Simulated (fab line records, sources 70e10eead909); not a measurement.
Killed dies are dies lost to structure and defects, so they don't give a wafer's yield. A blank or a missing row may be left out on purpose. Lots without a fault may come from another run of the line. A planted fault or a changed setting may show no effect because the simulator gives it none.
fab line records | flow nand_harc
record lots=6 wafers=18 last_day=33
route steps=1302 shown P_GATE@127
lots that met no fault: from a run of the same line without faults
start_h: hours from the record's first day to the start of the lot's first wafer shown | wait_h: hours since the lot's step before | " the same as in the row above | L1.1+2: a row that stands for several wafers | - no value, or no start given | * or withheld: withheld | < > ~ a bound
route shown NAME@n: a module of which the file shows steps, and the number in the route of the first | usual: mean/standard deviation of fault-free wafers | same: alike in all rows | chamber/n: place in a boat | sites: the reading at each site | _std_site: their standard deviation | _edge_site: outer sites' mean less inner sites' | radius_mm: how far each site lies from the wafer's centre | mask NAME#n: copy n | behind: the tool/chamber that last shaped the wafer | hold: why the lot was held/for how many hours/how that ended | device: the transistor (n, p or np) that didn't switch | end of line: the same wafers' tests at the end of the route | a step without rows: its recipe alone | killed: dies lost to structure and defects at the first sort, not the wafer's yield | map: a wafer's dies, x killed, . not, _ none there
set.NAME: the setting as run; set.NAME@STEP: as run at that earlier step | model.NAME: the simulator's own value behind a step, which no gauge read
lots at some steps of the route; a table a step, a row a wafer
services: from which hour (start_h, from the record's first day; less than 0 if before it) a tool's chamber was out of use, for how many hours, and why
## steps
# step NHARC_P_GATE_PRECLEAN_71
# recipe time_s=* temp_c=50 bath_age_min=0 chemistry=SC1
# step NHARC_P_GATE_SRD_72
# step NHARC_P_GATE_OXIDE_16
# recipe target_thk_a=30 temp_c=875 ox_time_s=392 material=SiO2
# step NHARC_P_GATE_CVD_17
# recipe target_thk_a=1500 temp_c=620 time_s=900 material=poly-Si
# step NHARC_P_GATE_HM_DEP_102
# recipe target_thk_a=1200 temp_c=400 material=aC
# usual throttle_valve_pct=35.001/0.0099
# columns lot.wafer tool chamber start_h wait_h throttle_valve_pct
L950.1 acl_dep-02 0 101.28 0.8 35.013
L950.2 " 0 " " 34.997
L950.6 " 0 " " 34.992
L959.1 acl_dep-02 0 184.75 0.8 34.987
L959.2 " 0 " " 34.991
L959.5 " 0 " " 34.999
L963.2 acl_dep-02 0 222.54 1.3 35.009
L963.3 " 0 " " 35.006
L963.6 " 0 " " 35.020
L968.1 acl_dep-02 0 275.76 1.5 35.009
L968.3 " 0 " " 34.995
L968.4 " 0 " " 35.000
L969.3 acl_dep-02 0 286.45 1.4 34.999
L969.4 " 0 " " 34.987
L969.6 " 0 " " 35.004
L973.1 acl_dep-03 0 322.15 0.8 34.999
L973.2 " 0 " " 35.000
L973.6 " 0 " " 35.000
# step NHARC_P_GATE_DEP_103
# recipe target_thk_a=300 target_thk_nm=30 temp_c=400 flow_sccm=200 rf_w=350 material=SiON
# usual heater_power_w=747/87
# columns lot.wafer tool chamber start_h wait_h heater_power_w
L950.2 pecvd-04 0 101.97 0.5 635
L950.1 " 1 " " 569
L950.6 " 1 " " 588
L959.2 pecvd-01 2 185.43 0.5 740
L959.1 " 0 " " 853
L959.5 " 2 " " 746
L963.2 pecvd-01 1 223.10 0.5 730
L963.3 " 0 " " 906
L963.6 " 1 " " 716
L968.1 pecvd-02 0 276.42 0.6 772
L968.3 " 1 " " 729
L968.4 " 2 " " 859
L969.3 pecvd-02 0 286.90 0.3 781
L969.6 " 1 " " 711
L969.4 " 2 " " 855
L973.2 pecvd-02 2 322.83 0.5 801
L973.1 " 0 " " 741
L973.6 " 2 " " 806
# step NHARC_P_GATE_DEHYDRATE_18
# recipe temp_c=150 time_s=120
# step NHARC_P_GATE_HMDS_19
# recipe time_s=30
# step NHARC_P_GATE_COAT_20
# recipe spin_rpm=1500 resist_thk_nm=90
# step NHARC_P_GATE_SOFTBAKE_21
# recipe temp_c=105 time_s=55
# step NHARC_P_GATE_EBR_22
# step NHARC_P_GATE_EXPOSE_23
# recipe na=1.35 target_cd_nm=120 dose_mj=93.91 mask_id=P_GATE
# step NHARC_P_GATE_PEB_24
# recipe peb_temp_c=100 peb_time_s=65
# usual exhaust_pa=45.1/0.91 heater_power_total_W=156.6/0.41
# columns lot.wafer tool chamber start_h wait_h exhaust_pa heater_power_total_W
L950.1 litho_track-04 0 102.54 0.1 45.6 156.0
L950.2 " 0 " " 44.6 156.7
L950.6 " 0 " " 45.1 157.1
L959.1 litho_track-04 0 186.01 0.1 45.5 164.1
L959.2 " 0 " " 45.2 164.3
L959.5 " 0 " " 43.9 164.9
L963.2 litho_track-04 0 223.70 0.1 44.1 164.0
L963.3 " 0 " " 45.2 164.0
L963.6 " 0 " " 44.4 164.4
L968.1 litho_track-01 0 277.02 0.1 45.2 157.1
L968.3 " 0 " " 44.8 157.2
L968.4 " 0 " " 44.6 157.2
L969.3 litho_track-06 0 287.50 0.0 45.7 156.0
L969.4 " 0 " " 44.2 155.9
L969.6 " 0 " " 45.2 157.1
L973.1 litho_track-01 0 323.43 0.1 45.4 156.0
L973.2 " 0 " " 44.8 156.8
L973.6 " 0 " " 44.1 155.9
# step NHARC_P_GATE_DEVELOP_25
# recipe develop_time_s=35 dev_temp_c=23
# step NHARC_P_GATE_CD_MEAS_26
# recipe target_cd_nm=120 landing_energy_ev=500
# usual cd_nm=120.0/0.94
# columns lot.wafer tool chamber start_h wait_h cd_nm
L950.1 cd_sem-02 0 102.63 - 119.7
L950.2 " 0 " " 121.3
L950.6 " 0 " " 119.6
L959.1 cd_sem-01 0 186.08 - 123.9
L959.2 " 0 " " 125.9
L959.5 " 0 " " 124.5
L963.2 cd_sem-03 0 223.78 - 124.1
L963.3 " 0 " " 122.8
L963.6 " 0 " " 124.4
L968.1 cd_sem-01 0 277.10 - 119.8
L968.3 " 0 " " 119.7
L968.4 " 0 " " 119.5
L969.3 cd_sem-02 0 287.58 - 118.4
L969.4 " 0 " " 120.5
L969.6 " 0 " " 120.1
L973.1 cd_sem-03 0 323.51 - 119.4
L973.2 " 0 " " 120.6
L973.6 " 0 " " 118.8
# step NHARC_P_GATE_OVL_MEAS_27
# usual overlay_x_nm=0.0/0.84 overlay_y_nm=0.0/0.85
# columns lot.wafer tool chamber start_h wait_h overlay_x_nm overlay_y_nm
L950.1 overlay-01 - 102.71 - 1.1 1.4
L950.2 " - " " 1.5 0.7
L950.6 " - " " 1.0 1.2
L959.1 overlay-02 - 186.17 - 1.3 -0.4
L959.2 " - " " 0.6 -0.3
L959.5 " - " " 0.6 0.2
L963.2 overlay-01 - 223.87 - -1.2 0.1
L963.3 " - " " -1.2 -0.5
L963.6 " - " " -0.9 0.0
L968.1 overlay-01 - 277.19 - 0.9 -2.0
L968.3 " - " " 0.0 -1.3
L968.4 " - " " 0.3 -1.2
L969.3 overlay-01 - 287.67 - 0.0 0.2
L969.4 " - " " 0.1 0.5
L969.6 " - " " 0.1 0.0
L973.1 overlay-02 - 323.59 - -0.4 -0.9
L973.2 " - " " -0.1 -1.5
L973.6 " - " " 0.1 -1.5
# step NHARC_P_GATE_INSPECT_28
# usual raw_defect_count=7/3.4
# columns lot.wafer tool chamber start_h wait_h raw_defect_count
L950.1 defect_inspect-02 - 102.75 0.0 4
L950.2 " - " " 6
L950.6 " - " " 5
L959.1 defect_inspect-02 - 186.21 0.0 6
L959.2 " - " " 6
L959.5 " - " " 9
L963.2 defect_inspect-02 - 223.90 0.0 8
L963.3 " - " " 12
L963.6 " - " " 9
L968.1 defect_inspect-02 - 277.22 0.0 6
L968.3 " - " " 10
L968.4 " - " " 7
L969.3 defect_inspect-01 - 287.70 0.0 5
L969.4 " - " " 9
L969.6 " - " " 5
L973.1 defect_inspect-02 - 323.63 0.0 6
L973.2 " - " " 5
L973.6 " - " " 3
# step NHARC_P_GATE_DESCUM_31
# recipe time_s=3 o2_flow_sccm=200 ar_flow_sccm=0 bias_power_w=0 chemistry=O2
# usual chamber_pressure_mTorr=60.00/0.055 drypump_motor_current_A=6.0/0.48 mfc_ar_sccm=0.008/0.011 oes_product_au=0.994/0.012 rf_vpp_V=57.8/0.95 showerhead_plenum_p_Torr=1.89/0.079 throttle_valve_pct=11.312/0.0081
# columns lot.wafer tool chamber start_h wait_h chamber_pressure_mTorr drypump_motor_current_A mfc_ar_sccm oes_product_au rf_hours_counter_h rf_vpp_V showerhead_plenum_p_Torr throttle_valve_pct model.P_GATE.cd_nm
L950.1 rie_diel-13 0 102.81 0.1 59.98 6.5 0.005 0.999 9.3 55.5 2.00 11.310 120.4
L950.2 " 1 " " 60.09 5.9 0 1.010 8.2 58.3 2.04 11.319 122.1
L950.6 " 3 " " 60.01 5.7 0.013 0.999 - 57.1 1.91 11.325 119.9
L959.2 rie_diel-06 2 186.27 0.1 60.03 6.7 0 0.997 3.6 56.3 1.86 11.312 125.6
L959.1 " 0 " " 60.07 6.4 0 0.991 4.9 57.5 1.81 11.319 123.5
L959.5 " 2 " " 59.98 6.7 0 0.989 - 57.9 1.86 11.311 124.9
L963.2 rie_diel-06 1 223.96 0.1 60.12 5.5 0 0.985 4.9 57.4 1.80 11.307 123.2
L963.3 " 0 " " 59.95 6.4 0 0.991 5.5 55.9 1.81 11.318 122.2
L963.6 " 2 " " 60.05 6.7 0 1.012 - 58.0 1.86 11.312 125
L968.4 rie_diel-08 3 277.29 0.1 59.97 5.6 0.029 1.003 4.0 58.0 1.81 11.314 120.4
L968.3 " 0 " " 60.07 6.0 0 1.006 4.0 57.7 2.02 11.302 119.5
L968.1 " 1 " " 60.15 5.7 0.017 1.012 5.5 58.2 1.85 11.308 119.6
L969.4 rie_diel-08 2 287.76 0.1 59.94 5.2 0.025 0.989 6.4 59.0 1.92 11.312 119.4
L969.3 " 3 " " 60.02 5.7 0.029 0.988 5.3 57.6 1.81 11.333 118.7
L969.6 " 3 " " 59.93 5.7 0.029 0.996 - 57.7 1.81 11.309 119.9
L973.2 rie_diel-08 1 323.71 0.1 60.02 5.7 0.017 0.998 8.5 58.0 1.85 11.312 121.2
L973.1 " 2 " " 59.92 5.2 0.025 0.982 9.4 57.1 1.92 11.322 118.8
L973.6 " 3 " " 59.99 5.6 0.029 0.989 - 56.4 1.81 11.315 119.4
# step NHARC_P_GATE_ETCH_104
# recipe target_depth_a=600 time_s=withheld cf4_flow_sccm=100 chf3_flow_sccm=30 ar_flow_sccm=0 rf_w=500 bias_w=200 chemistry=CF4/CHF3
# usual chamber_pressure_mTorr=25.002/0.022 drypump_motor_current_A=6.0/0.49 mfc_ar_sccm=0.008/0.011 oes_product_au=0.948/0.019 rf_vpp_V=370.1/2.2 showerhead_plenum_p_Torr=1.56/0.061 throttle_valve_pct=16.802/0.01
# columns lot.wafer tool chamber start_h wait_h chamber_pressure_mTorr drypump_motor_current_A mfc_ar_sccm oes_product_au rf_vpp_V showerhead_plenum_p_Torr throttle_valve_pct model.P_GATE.cd_nm
L950.1 rie_diel-13 1 102.91 0.1 24.977 6.0 0 0.974 374.8 1.67 16.794 120.8
L950.2 " 3 " " 24.985 5.7 0.013 0.958 371.6 1.57 16.790 121.9
L950.6 " 1 " " 25.014 6.0 0 0.965 373.4 1.67 16.841 120.3
L959.2 rie_diel-06 2 186.35 0.1 24.948 6.7 0 0.925 368.3 1.53 16.797 126.4
L959.1 " 0 " " 25.006 6.4 0 0.903 367.1 1.49 16.797 124.1
L959.5 " 2 " " 24.963 6.7 0 0.920 369.3 1.53 16.799 125.8
L963.2 rie_diel-06 3 224.05 0.1 25.018 6.6 0 0.920 369.4 1.58 16.803 123.6
L963.3 " 2 " " 25.040 6.7 0 0.924 369.0 1.53 16.811 122.6
L963.6 " 0 " " 24.993 6.4 0 0.914 368.5 1.49 16.782 125.4
L968.3 rie_diel-08 1 277.37 0.1 24.995 5.7 0.017 0.924 370.0 1.52 16.806 119.9
L968.1 " 2 " " 25.004 5.2 0.025 0.907 371.1 1.58 16.818 119.6
L968.4 " 3 " " 24.985 5.6 0.029 0.919 368.8 1.49 16.786 120.6
L969.3 rie_diel-08 2 287.85 0.1 25.007 5.2 0.025 0.957 371.8 1.58 16.804 118.1
L969.4 " 1 " " 24.989 5.8 0.017 0.982 369.3 1.52 16.796 119.4
L969.6 " 2 " " 25.013 5.2 0.025 0.949 372.1 1.58 16.800 119.6
L973.2 rie_diel-08 2 323.78 0.1 24.976 5.2 0.025 0.945 370.6 1.58 16.816 121.1
L973.1 " 3 " " 24.994 5.7 0.029 0.950 367.3 1.49 16.818 118.8
L973.6 " 0 " " 25.011 6.0 0 0.950 373.2 1.65 16.796 119.6
# step NHARC_P_GATE_HM_OPEN_105
# recipe target_depth_a=3600 o2_flow_sccm=400 cos_flow_sccm=20 ar_flow_sccm=0 rf_w=500 bias_w=300 chemistry=O2/COS
# usual chamber_pressure_mTorr=20.000/0.02 drypump_motor_current_A=6.0/0.49 mfc_ar_sccm=0.008/0.011 oes_product_au=0.996/0.011 rf_vpp_V=466.4/2.7 showerhead_plenum_p_Torr=3.09/0.12 throttle_valve_pct=28.329/0.0094
# columns lot.wafer tool chamber start_h wait_h chamber_pressure_mTorr drypump_motor_current_A mfc_ar_sccm oes_product_au rf_hours_counter_h rf_vpp_V showerhead_plenum_p_Torr throttle_valve_pct
L950.2 rie_diel-13 0 - - 20.000 6.5 0.005 1.010 9.4 469.6 3.26 28.327
L950.1 " 1 " " 20.029 6.0 0 1.010 8.2 471.4 3.32 28.320
L950.6 " 1 " " 20.012 6.0 0 0.995 - 470.5 3.32 28.312
L959.1 rie_diel-06 0 - - 20.034 6.4 0 0.973 4.9 463.6 2.96 28.332
L959.2 " 2 " " 20.010 6.7 0 0.994 3.6 466.6 3.03 28.324
L959.5 " 1 " " 19.991 5.5 0 0.982 - 463.5 2.95 28.316
L963.3 rie_diel-06 3 - - 19.977 6.7 0 0.988 4.8 466.5 3.14 28.321
L963.2 " 2 " " 19.985 6.7 0 1.000 4.2 466.1 3.03 28.328
L963.6 " 0 " " 20.003 6.5 0 0.978 - 464.9 2.95 28.350
L968.4 rie_diel-08 2 - - 20.022 5.2 0.025 0.989 5.5 467.7 3.14 28.327
L968.1 " 3 " " 20.005 5.6 0.029 0.993 4.0 462.4 2.96 28.305
L968.3 " 1 " " 20.011 5.7 0.017 1.004 5.5 465.3 3.02 28.345
L969.4 rie_diel-08 1 - - 20.020 5.7 0.017 1.012 6.4 465.7 3.02 28.333
L969.3 " 2 " " 20.010 5.2 0.025 0.991 6.5 468.2 3.14 28.338
L969.6 " 0 " " 20.003 6.1 0 0.991 - 470.5 3.28 28.317
L973.2 rie_diel-08 2 - - 19.996 5.2 0.025 0.984 9.4 466.8 3.14 28.355
L973.1 " 3 " " 19.979 5.7 0.029 1.008 8.6 463.9 2.96 28.338
L973.6 " 0 " " 19.988 6.1 0 1.002 - 471.4 3.28 28.327
## services
# columns tool chamber start_h hours kind
rie_diel-13 1 80.47 8.1 repair
pecvd-01 - 89.72 0.9 repair
rie_diel-13 2 95.00 9.2 repair
pecvd-01 - 101.66 2.8 repair
rie_diel-13 - 122.65 2.1 repair
rie_diel-06 - 130.20 9.0 pm
rie_diel-13 2 156.02 1.6 repair
rie_diel-08 2 162.08 6.1 repair
rie_diel-13 - 165.04 9.0 pm
rie_diel-08 3 171.72 10.4 repair
rie_diel-13 3 184.78 24.1 repair
rie_diel-08 3 185.72 15.0 repair
rie_diel-08 - 190.80 9.0 pm
litho_track-04 - 203.00 7.0 pm
rie_diel-06 0 203.88 3.9 repair
pecvd-02 - 227.13 13.0 pm
rie_diel-06 - 228.42 2.5 repair
acl_dep-02 - 243.25 13.0 pm
rie_diel-13 1 256.32 3.7 repair
pecvd-02 1 261.84 5.0 repair
pecvd-02 - 264.08 2.6 repair
rie_diel-06 3 295.90 8.2 repair
rie_diel-06 - 307.20 9.0 pm
pecvd-02 - 320.82 1.9 repair
## key
first_sign step=NHARC_P_GATE_PEB_24 reading=heater_power_total_W direction=up sigmas=19 usual=* struck=*
effect step=NHARC_P_GATE_CD_MEAS_26 reading=cd_nm direction=up sigmas=4.6 usual=120.0 struck=124.3
model_effect step=NHARC_P_GATE_DESCUM_31 value=P_GATE.cd_nm without=120.8 struck=124
model_effect step=NHARC_P_GATE_ETCH_104 value=P_GATE.cd_nm without=121.4 struck=124.6
met_at NHARC_P_GATE_PEB_24
struck_wafers L959.1,L959.2,L959.5,L963.2,L963.3,L963.6
tester_left_out L959,L963
onset_between 102.54 186.01
fault kind=process_parameter_drift tool=litho_track-04 chamber=- onset_h=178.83 steps=NHARC_P_GATE_PEB_24 channel=peb_time_s offset=* shape=step end_h=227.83 acts_in=* stated=*
# tester_left_out: of these lots the tester's yield and bins aren't shown, on N5 and GAA mostly nor the transistor test; their killed dies are dies lost to structure and defects alone, not to doping, threshold or leakage, so they don't give the yield
